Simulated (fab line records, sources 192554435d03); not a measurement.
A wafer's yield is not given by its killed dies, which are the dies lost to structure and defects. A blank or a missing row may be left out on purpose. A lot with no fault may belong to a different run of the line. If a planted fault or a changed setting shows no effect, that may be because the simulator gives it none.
Split-lot study -- flow n5_finfet -- 21 wafers read across 7 lots, on a route 1938 steps long

SPLIT DETAILS
At N5_PASSIVATION_EXPOSE_41 (exposes mask PASS OPEN, defocus 0 nm, target cd 40000 nm), the setting dose_mj was moved away from the recipe's 57.25 on 6 of the 21 wafers read, by +4.0% to +7.4%. All remaining wafers had this setting at the recipe value.

FROM THE SPLIT TO THE READING: what the file shows between them, 3 steps
- N5_PASSIVATION_PEB_42
- N5_PASSIVATION_DEVELOP_43: develop time 60 s
- N5_PASSIVATION_HARDBAKE_45: time 120 s

THE READING
Shown in nm: cd_nm at N5_PASSIVATION_CD_MEAS_44, with target cd 40000 nm. Fault-free wafers of this fab line usually give 40000 nm, standard deviation 3.5 nm.

wafer,"tool, chamber at the split",dose_mj as run,against the recipe,"cd_nm, nm",against lot-mates on the recipe
L076.1,"krf_scanner-01, 0",57.25,recipe,40000,-
L076.2,"krf_scanner-01, 0",57.25,recipe,39995,-
L076.6,"krf_scanner-01, 0",61.33,+7.1%,40023,+26
L082.2,"krf_scanner-02, 0",57.25,recipe,39993,-
L082.3,"krf_scanner-02, 0",57.25,recipe,39993,-
L082.4,"krf_scanner-02, 0",57.25,recipe,39995,-
L089.2,"krf_scanner-01, 0",61.51,+7.4%,40028,+21
L089.3,"krf_scanner-01, 0",57.25,recipe,40007,-
L089.5,"krf_scanner-01, 0",61.51,+7.4%,40025,+18
L087.2,"krf_scanner-02, 0",57.25,recipe,39995,-
L087.3,"krf_scanner-02, 0",57.25,recipe,40001,-
L087.6,"krf_scanner-02, 0",57.25,recipe,40002,-
L092.1,"krf_scanner-02, 0",60.48,+5.6%,40017,+16
L092.3,"krf_scanner-02, 0",57.25,recipe,40001,-
L092.6,"krf_scanner-02, 0",60.48,+5.6%,40014,+13
L094.1,"krf_scanner-02, 0",57.25,recipe,40001,-
L094.3,"krf_scanner-02, 0",59.54,+4.0%,40014,+13
L094.4,"krf_scanner-02, 0",57.25,recipe,40001,-
L097.1,"krf_scanner-02, 0",57.25,recipe,40005,-
L097.3,"krf_scanner-02, 0",57.25,recipe,40005,-
L097.5,"krf_scanner-02, 0",57.25,recipe,40001,-

THE FIT
A straight line over all 21 wafers: cd_nm changes by +3.33 nm for each +1% of dose_mj; r = +0.93; the points scatter about the line by 4.1 nm.
The same after taking each lot's own level away (the mean of its wafers on the recipe; 21 wafers): +2.85 nm for each +1%; r = +0.97; scatter 2.3 nm.
On that fit, the largest move of dose_mj shifts the reading by 21 nm.
The lots' own levels span 39993.7 to 40007.0 nm, that is 3.8 times the standard deviation above.
Hence the slope depends on the lot-to-lot level, as the two fits are not the same.
Check: with one of the wafers moved furthest among these (+7.4%) left out of the fit, the line predicts +21.3 nm for it against its lot-mates. Against them it came out at +21 nm.

FURTHER SPLITS ON THESE WAFERS
These wafers also went through other splits before the reading. Each is held against what the fit with the lots' levels taken away leaves over:
other split on the same wafers,wafers away from the commonest value,r with cd_nm (lot level and that fit taken away)
N5_BEOL_M14_PEB_08 peb_temp_c,9,-0.06
N5_BEOL_M15_TRENCH_ETCH_34 bias_w,10,+0.39
N5_MIM_BOT_LITHO_EXPOSE_05 dose_mj,7,+0.02

THE FILE'S OWN FIT
cd_nm changes by +3.02 nm for each +1% of dose_mj, r = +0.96.
